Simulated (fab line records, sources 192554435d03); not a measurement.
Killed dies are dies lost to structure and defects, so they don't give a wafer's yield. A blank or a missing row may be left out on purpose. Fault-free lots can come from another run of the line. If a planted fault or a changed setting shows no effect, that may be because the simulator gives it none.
Which tool was responsible?	flow n5_finfet	36 wafers sampled from 12 lots at 1 step of a route of 1938

## WHAT THE GAUGES READ, wafer by wafer
N5_BEOL_M0_SAQP_OVL_MEAS_41.
lot	measured	on	M0_CUT1_OVL (nm)
L075	day 6 03:09	overlay-02	1.2 0.8 0.6
L077	day 6 12:08	overlay-01	0.3 0.0 0.0
L079	day 6 20:50	overlay-02	0.7 0.5 -0.2
L081	day 7 10:39	overlay-02	-0.4 -1.3 -1.1
L084	day 8 02:49	overlay-01	0.9 0.1 0.0
L085	day 8 11:20	overlay-02	-0.3 -0.2 0.8
L087	day 8 19:44	overlay-02	1.4 0.5 1.1
L089	day 9 11:14	overlay-01	-1.0 0.0 -0.1
L091	day 9 20:31	overlay-02	0.1 0.4 0.0
L093	day 10 12:07	overlay-01	-0.7 -0.6 -0.8
L095	day 10 23:23	overlay-01	0.4 0.1 0.4
L097	day 11 08:20	overlay-02	0.0 0.8 0.9

## WHAT TOOL EACH LOT RAN ON (gives the tool, then ch and the chambers of the sampled wafers, and finally the start)
Before these readings, the record contains no process step.

## THE ANSWER, worked out from the rows above alone
Rule: the usual values come from the lots themselves. Put in order of their means at a reading, lots are off if they are a third of the lots or fewer, leave a main group of 4 or more, and stand apart from it by a gap of 3 or more times the standard deviation of the main group's means; of several such gaps the widest counts. A main group whose means are all the same, to the digits that the tables above print for the reading, isn't used. Also off: a lot with no number at a reading for which 4 or more lots have one. The other lots that the step has rows for count as sound.
No lot is off on any of the readings shown, so nothing can be concluded from this.

## WHAT THE SIMULATOR HAD PUT IN
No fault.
